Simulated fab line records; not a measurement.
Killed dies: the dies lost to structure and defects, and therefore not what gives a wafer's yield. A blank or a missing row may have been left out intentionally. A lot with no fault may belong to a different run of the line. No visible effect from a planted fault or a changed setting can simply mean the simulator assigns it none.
fab line records ; flow n5-finfet
[record] lots = 11; wafers = 31; last-day = 17
route steps=1938 shown HKMG_FIN@431 PASSIVATION@1936
lots that met no fault: taken from a fault-free run of the same line
start-h: hours from the record's opening day to when the first of the lot's shown wafers began ; wait-h: hours elapsed since this lot's preceding step ; " unchanged from the row above ; L1.1+2: one row covering several wafers at once ; - no value, or no start was given ; * or withheld: withheld ; < > ~ a bound
route shown NAME@n: NAME is a module with steps in the file, n the number in the route of the first one ; usual: the fault-free wafers' mean and standard deviation ; same: alike in all rows ; chamber/n: place in a boat ; sites: readings site by site ; _std_site: standard deviation of those values ; _edge_site: outer sites' mean less inner sites' ; radius-mm: for every site, how far away it sits from the centre of the wafer ; mask NAME#n: copy n ; behind: tool/chamber where the wafer was last shaped ; hold: why the lot went on hold/how many hours it stayed there/how the hold came to an end ; device: which transistor (n, p or np) failed to switch ; end of line: at the end of the route, the tests of the same wafers ; a step given without rows: its recipe and nothing more ; killed: not the wafer's yield, but the dies lost to structure and defects at the first sort ; map: a wafer's dies, marking killed ones x, the rest . and places with no die _
set.NAME: the run value of the setting; set.NAME@STEP: its run value at that earlier step ; model.NAME: the simulator's own value behind a step, which no gauge read
a sample of lots followed through the steps of the route, with each step as a table and each wafer as a row
services: a tool's chamber out of use, with start hour (start-h, from the record's first day; less than 0 if before it), hours out, and reason
[[steps]]
[step N5_HKMG_FIN_OVL_MEAS_13]
[recipe] points-per-wafer = 44
[usual] NWFM_OVL = -0.4/0.79
lot.wafer;tool;chamber;start-h;wait-h;NWFM_OVL[nm]
L745.2;overlay-01;0;76.51;0.0;0.0
L745.3;overlay-01;0;76.51;0.0;-0.5
L745.4;overlay-01;0;76.51;0.0;0.4
L748.2;overlay-01;0;95.94;0.0;0.2
L748.3;overlay-01;0;95.94;0.0;0.5
L748.5;overlay-01;0;95.94;0.0;-0.3
L749.2;overlay-01;0;100.32;0.0;-0.5
L749.5;overlay-01;0;100.32;0.0;-0.8
L749.6;overlay-01;0;100.32;0.0;0.1
L750.4;overlay-02;0;109.83;0.0;-1.3
L750.5;overlay-02;0;109.83;0.0;-1.1
L750.6;overlay-02;0;109.83;0.0;-1.0
L751.4;overlay-02;0;110.81;0.0;-0.5
L751.6;overlay-02;0;110.81;0.0;0.0
L752.4;overlay-02;0;120.20;0.0;-0.4
L752.5;overlay-02;0;120.20;0.0;-0.5
L757.1;overlay-02;0;148.99;0.0;-0.5
L757.2;overlay-02;0;148.99;0.0;-2.0
L757.5;overlay-02;0;148.99;0.0;-1.2
L761.1;overlay-02;0;171.32;0.0;-0.6
L761.3;overlay-02;0;171.32;0.0;-0.1
L761.6;overlay-02;0;171.32;0.0;-0.9
L763.3;overlay-02;0;181.38;0.0;0.7
L763.4;overlay-02;0;181.38;0.0;-1.2
L763.6;overlay-02;0;181.38;0.0;0.6
L766.1;overlay-01;0;202.87;0.0;-0.4
L766.3;overlay-01;0;202.87;0.0;0.0
L766.5;overlay-01;0;202.87;0.0;-0.8
L767.1;overlay-02;0;206.55;0.0;-1.4
L767.3;overlay-02;0;206.55;0.0;-2.7
L767.4;overlay-02;0;206.55;0.0;-1.4
[step N5_HKMG_FIN_ETCH_35]
[recipe] chemistry = N2/H2; target = SOC; target-depth-a = 2158; ion-energy-ev = 65; bias-w = 5; source-w = 3000; time-s = 243.4; pressure-mtorr = 30; n2-flow-sccm = 200; h2-flow-sccm = 200
[usual] bias-w = 4.998/0.015; drypump-motor-current-A = 5.9/0.56; h2-flow-sccm = 200.0/0.63; oes-product-au = 0.80/0.096; rf-vpp-V = 141.8/1.2; run-length-s = 266.5/0.42; showerhead-plenum-p-Torr = 2.55/0.096; throttle-valve-pct = 17.92/0.18
lot.wafer;tool;chamber;start-h;wait-h;bias-w;drypump-motor-current-A;h2-flow-sccm;oes-product-au;rf-hours-counter-h;rf-vpp-V;run-length-s;showerhead-plenum-p-Torr;throttle-valve-pct
L745.2;rie-diel-05;0;76.86;0.0;4.987;6.5;199.8;0.85;62;142.7;266.8;2.69;17.69
L745.3;rie-diel-05;1;76.86;0.0;5.009;6.7;200.0;0.72;166;140.5;266.7;2.43;17.88
L745.4;rie-diel-05;0;76.86;0.0;5.022;6.5;200.6;0.85;-;142.8;266.8;2.69;17.68
L748.2;rie-diel-01;0;96.74;0.0;4.987;5.2;200.5;0.68;241;140.8;266.3;2.51;18.05
L748.3;rie-diel-01;3;96.74;0.0;5.020;5.5;200.1;0.78;107;140.6;266.3;2.57;18.18
L748.5;rie-diel-01;3;96.74;0.0;5.000;5.5;200.1;0.77;-;142.1;266.3;2.57;18.19
L749.2;rie-diel-01;3;100.84;0.0;5.004;5.4;199.3;0.78;109;141.8;266.6;2.57;18.16
L749.5;rie-diel-01;1;100.84;0.0;5.016;6.0;199.0;0.93;-;142.8;266.8;2.59;17.98
L749.6;rie-diel-01;2;100.84;0.0;4.987;6.8;201.0;0.78;-;142.0;265.8;2.55;17.79
L750.4;rie-diel-01;0;110.21;0.0;-;5.2;199.5;0.67;246;143.7;199.1;2.51;18.06
L750.5;rie-diel-01;3;110.21;0.0;5.023;5.5;200.5;0.76;-;141.9;266.6;2.57;18.18
L750.6;rie-diel-01;0;110.21;0.0;-;5.2;199.0;0.68;-;143.2;199.2;2.50;18.06
L751.4;rie-diel-01;3;111.32;0.0;-;5.5;200.5;0.79;112;140.6;199.6;2.57;18.17
L751.6;rie-diel-01;1;111.32;0.0;-;6.0;200.9;0.93;-;141.9;199.5;2.59;18.01
L752.4;rie-diel-01;2;120.56;0.0;-;6.8;198.8;0.78;135;140.0;198.8;2.55;17.79
L752.5;rie-diel-01;3;120.56;0.0;4.992;5.4;200.6;0.77;-;140.7;266.5;2.57;18.18
L757.1;rie-diel-05;2;149.35;0.0;4.994;5.7;200.4;0.90;23;142.9;266.4;2.60;18.01
L757.2;rie-diel-05;1;149.35;0.0;4.994;6.8;200.2;0.70;195;140.8;267.0;2.42;17.93
L757.5;rie-diel-05;0;149.35;0.0;4.994;6.6;200.0;0.83;-;142.4;266.9;2.68;17.75
L761.1;rie-diel-02;2;171.68;0.0;5.014;5.1;200.9;0.93;9;142.1;266.2;2.50;17.65
L761.3;rie-diel-02;1;171.68;0.0;5.013;5.5;199.8;0.73;181;140.0;266.8;2.43;17.88
L761.6;rie-diel-02;2;171.68;0.0;5.017;5.1;200.2;0.93;-;142.2;266.1;2.50;17.64
L763.3;rie-diel-05;0;181.74;0.0;5.016;6.6;200.6;0.80;105;142.8;266.9;2.67;17.76
L763.4;rie-diel-05;3;181.74;0.0;4.998;6.0;199.1;0.98;10;143.8;266.4;2.71;17.86
L763.6;rie-diel-05;0;181.74;0.0;4.985;6.6;199.7;0.80;-;142.6;266.8;2.67;17.76
L766.1;rie-diel-02;0;203.23;0.0;5.007;6.0;200.0;1.00;6;143.0;266.7;2.71;17.47
L766.3;rie-diel-02;1;203.23;0.0;5.002;5.5;199.3;0.72;194;139.0;266.5;2.42;17.91
L766.5;rie-diel-02;3;203.23;0.0;5.033;5.7;201.0;0.72;-;142.1;265.7;2.64;17.97
L767.1;rie-diel-01;3;206.91;0.0;5.009;5.4;200.2;0.75;149;141.7;267.1;2.55;18.25
L767.3;rie-diel-01;0;206.91;0.0;5.006;5.3;200.7;0.92;22;140.7;266.2;2.49;17.65
L767.4;rie-diel-01;2;206.91;0.0;4.997;6.8;200.2;0.75;-;140.7;265.8;2.54;17.85
[step N5_HKMG_FIN_ETCH_86]
[recipe] chemistry = N2/H2; target = SOC; target-depth-a = 3932; stop-on = TiN; ion-energy-ev = 100; bias-w = 61; pressure-mtorr = 30; source-w = 850; n2-flow-sccm = 200; h2-flow-sccm = 200
[usual] bias-w = 61.00/0.17; drypump-motor-current-A = 5.9/0.52; h2-flow-sccm = 200.0/0.59; oes-product-au = 0.79/0.092; rf-vpp-V = 240.7/1.5; showerhead-plenum-p-Torr = 2.55/0.1; throttle-valve-pct = 17.90/0.17
lot.wafer;tool;chamber;start-h;wait-h;bias-w;drypump-motor-current-A;h2-flow-sccm;oes-product-au;rf-hours-counter-h;rf-vpp-V;showerhead-plenum-p-Torr;throttle-valve-pct
L745.2;rie-diel-01;1;77.88;-;60.93;6.0;200.1;0.93;15;241.3;2.60;17.96
L745.3;rie-diel-01;3;77.88;-;60.83;5.4;200.3;0.79;101;242.2;2.57;18.13
L745.4;rie-diel-01;0;77.88;-;60.93;5.2;199.9;0.69;235;239.5;2.51;18.02
L748.2;rie-diel-05;2;97.76;-;61.03;5.7;199.5;0.95;5;241.1;2.60;17.97
L748.3;rie-diel-05;3;97.76;-;61.17;5.9;199.8;0.70;237;238.6;2.40;18.22
L748.5;rie-diel-05;0;97.76;-;60.88;6.6;201.0;0.84;-;241.8;2.69;17.65
L749.2;rie-diel-02;0;101.85;-;60.97;6.0;200.9;0.69;226;237.7;2.41;17.83
L749.5;rie-diel-02;0;101.85;-;61.00;6.0;200.4;0.69;-;238.3;2.41;17.82
L749.6;rie-diel-02;1;101.85;-;61.40;5.5;199.2;0.75;-;239.9;2.44;17.81
L750.4;rie-diel-02;2;111.40;-;60.90;5.1;200.5;0.69;244;240.2;2.51;18.01
L750.5;rie-diel-02;2;111.40;-;60.93;5.1;200.6;0.70;-;240.8;2.50;18.00
L750.6;rie-diel-02;1;111.40;-;61.18;5.5;198.9;0.76;-;239.3;2.44;17.79
L751.4;rie-diel-02;0;112.42;-;60.87;6.0;200.1;0.69;231;236.6;2.41;17.84
L751.6;rie-diel-02;1;112.42;-;61.46;5.5;200.6;0.75;-;240.1;2.44;17.79
L752.4;rie-diel-02;1;121.61;-;61.49;5.5;199.2;0.75;157;238.7;2.44;17.82
L752.5;rie-diel-02;2;121.61;-;61.27;5.1;198.5;0.69;-;240.4;2.50;18.04
L757.1;rie-diel-02;1;150.39;-;60.82;5.5;198.7;0.74;172;238.3;2.43;17.84
L757.2;rie-diel-02;0;150.39;-;60.74;6.0;200.1;0.67;248;238.9;2.40;17.87
L757.5;rie-diel-02;3;150.39;-;61.00;5.7;200.6;0.73;-;240.0;2.65;17.90
L761.1;rie-diel-05;2;172.70;-;61.22;5.7;200.0;0.87;32;241.0;2.59;18.01
L761.3;rie-diel-05;3;172.70;-;60.99;5.9;199.3;0.97;6;243.5;2.71;17.83
L761.6;rie-diel-05;3;172.70;-;61.06;5.9;199.0;0.96;-;243.3;2.71;17.82
L763.3;rie-diel-01;3;182.76;-;61.37;5.5;200.3;0.75;141;241.1;2.56;18.20
L763.4;rie-diel-01;0;182.76;-;61.02;5.2;200.1;0.93;14;240.9;2.50;17.60
L763.6;rie-diel-01;1;182.76;-;60.79;6.0;199.9;0.86;-;241.4;2.58;18.02
L766.1;rie-diel-05;3;204.25;-;60.73;5.9;200.7;0.93;16;244.2;2.70;17.84
L766.3;rie-diel-05;1;204.25;-;60.96;6.8;201.5;0.68;215;239.9;2.41;17.94
L766.5;rie-diel-05;2;204.25;-;60.63;5.7;199.9;0.86;-;242.2;2.59;18.02
L767.1;rie-diel-05;3;207.95;-;61.20;6.0;200.0;0.93;18;239.7;2.70;17.83
L767.3;rie-diel-05;1;207.95;-;60.87;6.7;199.8;0.68;216;238.2;2.41;17.95
L767.4;rie-diel-05;0;207.95;-;61.07;6.6;201.3;0.80;112;241.4;2.67;17.76
[step N5_HKMG_FIN_STRIP_88]
[recipe] chemistry = N2/H2; power-w = 2500; temp-c = 300; h2-frac = 0.65; time-s = 360; pressure-mtorr = withheld; n2-flow-sccm = 1750; h2-flow-sccm = 3250
[usual] drypump-motor-current-A = 5.74/0.19; h2-flow-sccm = 3251/9.7; heater-power-w = 514/36
lot.wafer;tool;chamber;start-h;wait-h;drypump-motor-current-A;h2-flow-sccm;heater-power-w;rf-hours-counter-h
L745.2;plasma-asher-01;1;78.13;0.0;5.84;3245;550;36
L745.3;plasma-asher-01;1;78.13;0.0;5.84;3251;562;-
L745.4;plasma-asher-01;0;78.13;0.0;5.41;3250;530;-
L748.2;plasma-asher-01;1;98.02;0.0;5.82;3251;559;40
L748.3;plasma-asher-01;1;98.02;0.0;5.82;3250;552;-
L748.5;plasma-asher-01;0;98.02;0.0;5.41;3261;534;-
L749.2;plasma-asher-01;0;102.11;0.0;5.43;3249;540;41
L749.5;plasma-asher-01;1;102.11;0.0;5.84;3241;554;-
L749.6;plasma-asher-01;0;102.11;0.0;5.43;3271;521;-
L750.4;plasma-asher-01;1;111.77;0.1;5.81;3244;568;-
L750.5;plasma-asher-01;1;111.77;0.1;5.85;3233;562;-
L750.6;plasma-asher-01;0;111.77;0.1;5.40;3261;524;-
L751.4;plasma-asher-02;1;112.83;0.1;5.70;3254;511;-
L751.6;plasma-asher-02;1;112.83;0.1;5.70;3255;520;-
L752.4;plasma-asher-02;1;121.98;0.1;5.69;3256;510;-
L752.5;plasma-asher-02;1;121.98;0.1;5.70;3240;518;-
L757.1;plasma-asher-01;1;150.71;0.0;5.87;3248;568;51
L757.2;plasma-asher-01;0;150.71;0.0;5.42;3252;513;51
L757.5;plasma-asher-01;0;150.71;0.0;5.43;3260;521;-
L761.1;plasma-asher-01;0;172.95;0.0;5.44;3260;526;56
L761.3;plasma-asher-01;0;172.95;0.0;5.43;3250;513;-
L761.6;plasma-asher-01;1;172.95;0.0;5.85;3252;552;-
L763.3;plasma-asher-02;0;183.19;0.1;5.93;3239;469;-
L763.4;plasma-asher-02;1;183.19;0.1;5.72;3256;520;-
L763.6;plasma-asher-02;1;183.19;0.1;5.71;3269;529;-
L766.1;plasma-asher-01;0;204.60;0.1;5.41;3244;522;62
L766.3;plasma-asher-01;0;204.60;0.1;5.41;3253;547;-
L766.5;plasma-asher-01;1;204.60;0.1;5.83;3248;557;-
L767.1;plasma-asher-02;0;208.19;0.0;5.92;3249;464;110
L767.3;plasma-asher-02;1;208.19;0.0;5.72;3245;515;-
L767.4;plasma-asher-02;0;208.19;0.0;5.91;3247;455;-
[step N5_PASSIVATION_PROBE_49]
[usual] killed_at_M0_to_M3 = 30/8.7; killed_at_M4_up = 14/5.4; killed-at-contacts = 11/6.4; killed-at-front-end = 40/12; killed-at-other = 3/3.1; killed-dies = 99/17; killed-open = 64/12; killed-short = 33/8.1
[same] gross-dies = 1180; killed-at-back-side = 0
lot.wafer;tool;chamber;start-h;wait-h;killed_at_M0_to_M3;killed_at_M4_up;killed-at-contacts;killed-at-front-end;killed-at-other;killed-dies;killed-open;killed-short
L745.2;prober-02;-;262.72;0.1;24;7;12;54;1;98;60;36
L745.3;prober-02;-;262.77;0.1;29;15;19;32;7;102;69;32
L745.4;prober-02;-;262.82;0.2;20;5;11;34;5;75;55;20
L749.2;prober-02;-;294.52;0.1;35;10;11;34;6;96;72;24
L749.5;prober-02;-;294.67;0.2;37;8;6;19;5;75;53;22
L749.6;prober-02;-;294.72;0.3;43;19;8;33;1;104;69;35
L748.2;prober-01;-;308.46;0.1;29;8;15;32;1;85;60;24
L748.3;prober-01;-;308.51;0.1;44;22;20;32;2;120;78;42
L748.5;prober-01;-;308.61;0.2;36;18;10;31;0;95;66;28
L750.4;prober-02;-;309.17;0.2;29;11;14;55;6;115;73;40
L750.5;prober-02;-;309.22;0.2;33;12;13;49;0;107;64;41
L750.6;prober-02;-;309.27;0.3;24;9;14;28;4;79;48;31
L751.4;prober-02;-;312.63;0.2;27;15;6;28;7;83;51;29
L751.6;prober-02;-;312.73;0.3;39;16;4;23;7;89;58;29
L752.4;prober-02;-;319.76;0.2;21;16;5;58;6;106;72;33
L752.5;prober-02;-;319.81;0.2;22;11;24;57;12;126;83;43
L757.1;prober-01;-;351.09;0.0;31;6;19;42;9;107;84;23
L757.2;prober-01;-;351.14;0.1;22;15;8;33;5;83;56;27
L757.5;prober-01;-;351.29;0.2;36;13;16;34;3;102;71;30
L761.1;prober-02;-;396.67;0.0;30;17;9;27;4;87;54;31
L761.3;prober-02;-;396.77;0.1;33;21;6;43;0;103;73;21
L761.6;prober-02;-;396.92;0.3;30;15;4;38;0;87;57;28
L763.3;prober-02;-;400.05;0.1;26;17;13;67;1;124;89;34
L763.4;prober-02;-;400.10;0.2;37;13;6;60;5;121;63;55
L763.6;prober-02;-;400.20;0.3;25;14;9;39;4;91;64;23
L766.1;prober-01;-;417.59;0.0;37;20;6;33;1;97;61;33
L766.3;prober-01;-;417.69;0.1;41;14;10;40;4;109;70;36
L766.5;prober-01;-;417.79;0.2;27;25;4;52;2;110;72;38
L767.1;prober-02;-;417.59;0.0;36;11;16;33;1;97;52;44
L767.3;prober-02;-;417.69;0.1;34;6;3;43;3;89;58;30
L767.4;prober-02;-;417.74;0.2;44;16;19;42;0;121;80;41
// killed by level:class
L745.2 STI_FIN_REVEAL:geometric-particle:open=16 FIN_SAQP:geometric-particle:short=10 MOL_CONTACT_COAG:geometric-particle:open=9 BEOL_M3:geometric-particle:open=9 BEOL_M1:geometric-particle:open=7 FIN_SAQP:geometric-particle:open=5 GATE_CUT:geometric-particle:short=4 BEOL_M0_SAQP:geometric-particle:short=4
L745.3 MOL_CONTACT_COAG:geometric-particle:open=13 FIN_SAQP:geometric-particle:open=11 BEOL_M3:geometric-particle:open=9 FIN_SAQP:geometric-particle:short=7 BEOL_M4:geometric-particle:open=7 MOL_CONTACT_COAG:geometric-particle:short=6 BEOL_M0_SAQP:geometric-particle:short=6 BEOL_M0_SAQP:geometric-particle:open=5
L745.4 BEOL_M3:geometric-particle:open=13 FIN_SAQP:geometric-particle:open=8 MOL_CONTACT_COAG:geometric-particle:short=6 MOL_CONTACT_COAG:geometric-particle:open=5 FIN_SAQP:geometric-particle:short=4 STARTING-WAFER:geometric-particle:open=4 DUMMY_GATE:geometric-particle:open=3 ILD0:geometric-particle:open=3
L749.2 BEOL_M3:geometric-particle:open=13 MOL_CONTACT_COAG:geometric-particle:open=9 DUMMY_GATE:geometric-particle:open=7 FIN_SAQP:geometric-particle:short=6 STI_FIN_REVEAL:geometric-particle:open=6 BEOL_M0_SAQP:geometric-particle:open=6 BEOL_M1:geometric-particle:open=6 BEOL_M2:geometric-particle:open=6
L749.5 BEOL_M2:geometric-particle:open=9 FIN_SAQP:geometric-particle:open=8 BEOL_M0_SAQP:geometric-particle:open=7 BEOL_M3:geometric-particle:open=7 BEOL_M0_SAQP:geometric-particle:short=5 MOL_CONTACT_COAG:geometric-particle:open=4 BEOL_M4:geometric-particle:open=4 FIN_SAQP:geometric-particle:short=3
L749.6 BEOL_M2:geometric-particle:open=12 FIN_SAQP:geometric-particle:short=9 BEOL_M3:geometric-particle:open=8 STI_FIN_REVEAL:geometric-particle:open=7 MOL_CONTACT_COAG:geometric-particle:open=7 BEOL_M0_SAQP:geometric-particle:short=6 BEOL_M5:geometric-particle:open=5 FIN_SAQP:geometric-particle:open=4
L748.2 MOL_CONTACT_COAG:geometric-particle:open=13 BEOL_M1:geometric-particle:open=10 STI_FIN_REVEAL:geometric-particle:open=6 BEOL_M0_SAQP:geometric-particle:short=6 BEOL_M0_SAQP:geometric-particle:open=6 FIN_SAQP:geometric-particle:short=5 DUMMY_GATE:geometric-particle:open=5 FIN_SAQP:geometric-particle:open=4
L748.3 MOL_CONTACT_COAG:geometric-particle:open=13 BEOL_M0_SAQP:geometric-particle:open=11 BEOL_M0_SAQP:geometric-particle:short=9 BEOL_M3:geometric-particle:open=9 BEOL_M4:geometric-particle:open=8 MOL_CONTACT_COAG:geometric-particle:short=7 BEOL_M1:geometric-particle:open=7 FIN_SAQP:geometric-particle:open=5
L748.5 DUMMY_GATE:geometric-particle:open=12 BEOL_M0_SAQP:geometric-particle:open=11 BEOL_M4:geometric-particle:open=11 MOL_CONTACT_COAG:geometric-particle:open=7 BEOL_M1:geometric-particle:open=7 BEOL_M0_SAQP:geometric-particle:short=7 GATE_CUT:geometric-particle:short=6 BEOL_M3:geometric-particle:open=4
L750.4 FIN_SAQP:geometric-particle:open=18 MOL_CONTACT_COAG:geometric-particle:open=13 FIN_SAQP:geometric-particle:short=12 BEOL_M0_SAQP:geometric-particle:short=9 BEOL_M0_SAQP:geometric-particle:open=7 BEOL_M4:geometric-particle:open=5 GATE_CUT:geometric-particle:short=4 GATE_CUT:geometric-particle:open=4
L750.5 FIN_SAQP:geometric-particle:open=17 BEOL_M1:geometric-particle:short=15 MOL_CONTACT_COAG:geometric-particle:open=9 FIN_SAQP:geometric-particle:short=8 DUMMY_GATE:geometric-particle:open=6 BEOL_M4:geometric-particle:open=6 BEOL_M0_SAQP:geometric-particle:short=5 STARTING-WAFER:geometric-particle:short=5
L750.6 MOL_CONTACT_COAG:geometric-particle:open=12 FIN_SAQP:geometric-particle:short=9 FIN_SAQP:geometric-particle:open=9 BEOL_M1:geometric-particle:short=8 BEOL_M1:geometric-particle:open=6 BEOL_M4:geometric-particle:open=5 BEOL_M3:geometric-particle:short=3 STI_FIN_REVEAL:geometric-particle:open=2
L751.4 BEOL_M3:geometric-particle:open=8 GATE_CUT:geometric-particle:short=8 MOL_CONTACT_COAG:geometric-particle:open=6 BEOL_M1:geometric-particle:open=6 FIN_SAQP:geometric-particle:short=5 BEOL_M4:geometric-particle:open=4 MIM_TOP:geometric-particle:short=4 FIN_SAQP:geometric-particle:open=3
L751.6 BEOL_M1:geometric-particle:open=14 BEOL_M3:geometric-particle:open=8 BEOL_M4:geometric-particle:open=7 BEOL_M1:geometric-particle:short=5 FIN_SAQP:geometric-particle:short=4 GATE_CUT:geometric-particle:short=4 MOL_CONTACT_COAG:geometric-particle:open=4 FIN_SAQP:geometric-particle:open=3
L752.4 STI_FIN_REVEAL:geometric-particle:open=23 BEOL_M4:geometric-particle:open=12 FIN_SAQP:geometric-particle:open=9 GATE_CUT:geometric-particle:short=6 STI_FIN_REVEAL:geometric-particle:short=5 PASS1_CAP:geometric-particle:open=5 MOL_CONTACT_COAG:geometric-particle:open=4 BEOL_M0_SAQP:geometric-particle:short=4
L752.5 MOL_CONTACT_COAG:geometric-particle:open=18 STI_FIN_REVEAL:geometric-particle:open=16 FIN_SAQP:geometric-particle:open=11 BEOL_M0_SAQP:geometric-particle:short=9 FIN_SAQP:geometric-particle:short=7 DUMMY_GATE:geometric-particle:open=7 MOL_CONTACT_COAG:geometric-particle:short=6 BEOL_M3:geometric-particle:open=5
L757.1 MOL_CONTACT_COAG:geometric-particle:open=18 FIN_SAQP:geometric-particle:open=14 STI_FIN_REVEAL:geometric-particle:open=11 BEOL_M3:geometric-particle:open=8 BEOL_M0_SAQP:geometric-particle:open=8 BEOL_M1:geometric-particle:open=6 FIN_SAQP:geometric-particle:short=5 DUMMY_GATE:geometric-particle:open=4
L757.2 STI_FIN_REVEAL:geometric-particle:open=13 BEOL_M4:geometric-particle:open=7 MOL_CONTACT_COAG:geometric-particle:open=6 BEOL_M1:geometric-particle:open=6 BEOL_M0_SAQP:geometric-particle:open=4 STARTING-WAFER:geometric-particle:short=4 STI_FIN_REVEAL:geometric-particle:short=3 ILD0:geometric-particle:short=3
L757.5 MOL_CONTACT_COAG:geometric-particle:open=14 STI_FIN_REVEAL:geometric-particle:open=9 FIN_SAQP:geometric-particle:short=7 BEOL_M1:geometric-particle:open=7 BEOL_M0_SAQP:geometric-particle:open=6 BEOL_M3:geometric-particle:open=6 BEOL_M3:geometric-particle:short=6 BEOL_M4:geometric-particle:open=6
L761.1 FIN_SAQP:geometric-particle:short=10 FIN_SAQP:geometric-particle:open=9 BEOL_M4:geometric-particle:open=9 BEOL_M0_SAQP:geometric-particle:open=8 MOL_CONTACT_COAG:geometric-particle:open=5 BEOL_M0_SAQP:geometric-particle:short=5 BEOL_M1:geometric-particle:open=5 MOL_CONTACT_COAG:geometric-particle:short=4
L761.3 FIN_SAQP:geometric-particle:open=17 BEOL_M4:geometric-particle:open=15 BEOL_M3:geometric-particle:open=10 BEOL_M0_SAQP:geometric-particle:short=7 HKMG_FIN:area-etch=6 GATE_CUT:geometric-particle:short=5 MOL_CONTACT_COAG:geometric-particle:open=5 BEOL_M0_SAQP:geometric-particle:open=5
L761.6 FIN_SAQP:geometric-particle:open=11 BEOL_M0_SAQP:geometric-particle:open=10 STI_FIN_REVEAL:geometric-particle:open=9 BEOL_M2:geometric-particle:open=8 FIN_SAQP:geometric-particle:short=7 BEOL_M0_SAQP:geometric-particle:short=6 BEOL_M4:geometric-particle:open=5 GATE_CUT:geometric-particle:short=3
L763.3 STI_FIN_REVEAL:geometric-particle:open=23 DUMMY_GATE:geometric-particle:open=13 GATE_CUT:geometric-particle:short=8 MOL_CONTACT_COAG:geometric-particle:open=7 BEOL_M4:geometric-particle:open=7 BEOL_M2:geometric-particle:open=7 MOL_CONTACT_COAG:geometric-particle:short=6 FIN_SAQP:geometric-particle:short=4
L763.4 STI_FIN_REVEAL:geometric-particle:open=10 BEOL_M0_SAQP:geometric-particle:short=10 DUMMY_GATE:geometric-particle:open=8 BEOL_M0_SAQP:geometric-particle:open=8 FIN_SAQP:geometric-particle:open=7 FIN_SAQP:geometric-particle:short=7 GATE_CUT:geometric-particle:short=6 BEOL_M0:geometric-particle:short=6
L763.6 STI_FIN_REVEAL:geometric-particle:open=11 BEOL_M4:geometric-particle:open=8 MOL_CONTACT_COAG:geometric-particle:open=7 BEOL_M0:geometric-particle:open=7 STI_FIN_REVEAL:geometric-particle:short=6 DUMMY_GATE:geometric-particle:open=5 BEOL_M2:geometric-particle:open=5 BEOL_M0_SAQP:geometric-particle:open=4
L766.1 BEOL_M0_SAQP:geometric-particle:short=13 BEOL_M0_SAQP:geometric-particle:open=11 FIN_SAQP:geometric-particle:short=8 MOL_CONTACT_COAG:geometric-particle:open=6 BEOL_M2:geometric-particle:open=6 FIN_SAQP:geometric-particle:open=5 BEOL_M1:geometric-particle:open=5 BEOL_M4:geometric-particle:open=5
L767.1 BEOL_M0_SAQP:geometric-particle:short=13 MOL_CONTACT_COAG:geometric-particle:open=13 FIN_SAQP:geometric-particle:short=10 BEOL_M2:geometric-particle:open=6 BEOL_M3:geometric-particle:open=5 STARTING-WAFER:geometric-particle:open=5 FIN_SAQP:geometric-particle:open=3 ILD0:geometric-particle:open=3
L766.3 BEOL_M0_SAQP:geometric-particle:short=13 BEOL_M2:geometric-particle:open=10 MOL_CONTACT_COAG:geometric-particle:open=9 BEOL_M0_SAQP:geometric-particle:open=9 FIN_SAQP:geometric-particle:open=8 BEOL_M4:geometric-particle:open=7 STI_FIN_REVEAL:geometric-particle:open=6 DUMMY_GATE:geometric-particle:open=6
L767.3 STI_FIN_REVEAL:geometric-particle:open=12 FIN_SAQP:geometric-particle:open=8 GATE_CUT:geometric-particle:short=8 BEOL_M0_SAQP:geometric-particle:open=8 BEOL_M1:geometric-particle:open=8 BEOL_M0_SAQP:geometric-particle:short=7 BEOL_M2:geometric-particle:open=5 STI_FIN_REVEAL:geometric-particle:short=4
L767.4 MOL_CONTACT_COAG:geometric-particle:open=17 BEOL_M0_SAQP:geometric-particle:open=13 FIN_SAQP:geometric-particle:short=11 FIN_SAQP:geometric-particle:open=10 BEOL_M0_SAQP:geometric-particle:short=9 BEOL_M1:geometric-particle:open=6 BEOL_M2:geometric-particle:open=6 BEOL_M3:geometric-particle:open=6
L766.5 FIN_SAQP:geometric-particle:open=14 FIN_SAQP:geometric-particle:short=13 BEOL_M4:geometric-particle:open=13 BEOL_M0_SAQP:geometric-particle:short=10 DUMMY_GATE:geometric-particle:open=7 STI_FIN_REVEAL:geometric-particle:open=5 BEOL_M0_SAQP:geometric-particle:open=5 STARTING-WAFER:geometric-particle:open=5
[[services]]
tool;chamber;start-h;hours;kind
rie-diel-05;1;54.83;4.8;repair
rie-diel-01;3;56.28;2.0;repair
rie-diel-05;2;59.65;-;clean
rie-diel-05;2;59.65;-;consumable-replace:esc
rie-diel-05;2;59.65;-;consumable-replace:focus-ring
rie-diel-05;2;59.65;23.3;scheduled-down
rie-diel-05;2;59.65;23.3;vent-cycle
rie-diel-01;2;88.70;4.5;repair
rie-diel-01;0;112.90;5.7;repair
rie-diel-01;0;126.26;-;clean
rie-diel-01;0;126.26;-;consumable-replace:focus-ring
rie-diel-01;0;126.26;17.8;scheduled-down
rie-diel-01;0;126.26;17.8;vent-cycle
rie-diel-02;2;127.18;-;clean
rie-diel-02;2;127.18;-;consumable-replace:focus-ring
rie-diel-05;3;129.72;-;clean
rie-diel-05;3;129.72;-;consumable-replace:focus-ring
rie-diel-05;3;129.72;-;consumable-replace:showerhead
rie-diel-05;2;143.71;5.1;repair
rie-diel-02;0;158.33;3.4;repair
rie-diel-02;3;159.94;8.9;repair
rie-diel-05;-;187.38;0.9;repair
rie-diel-01;2;196.04;7.1;repair
rie-diel-01;1;201.64;6.7;repair
[[key]]
[first-sign] step = N5_HKMG_FIN_ETCH_35; reading = run-length-s; direction = down; sigmas = 99+; usual = *; struck = *
effect none on later readings
met-at N5_HKMG_FIN_ETCH_35
struck-lots L750,L751,L752
struck-wafers L750.4,L750.6,L751.4,L751.6,L752.4
tester-left-out L750,L751,L752
not-acting-at N5_HKMG_FIN_OVL_MEAS_13,N5_HKMG_FIN_ETCH_86,N5_HKMG_FIN_STRIP_88
onset-between 100.84 110.21
[fault] kind = process-parameter-drift; tool = rie-diel-01; chamber = -; onset-h = 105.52; steps = N5_HKMG_FIN_ETCH_35; channel = time-s; offset = *; shape = step; end-h = 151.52; scope = struck-wafers-only; acts-in = *; stated = *
// tester-left-out: of these lots the tester's yield and bins aren't shown, on N5 and GAA mostly nor the transistor test; their killed dies are dies lost to structure and defects alone, not to doping, threshold or leakage, so they don't give the yield
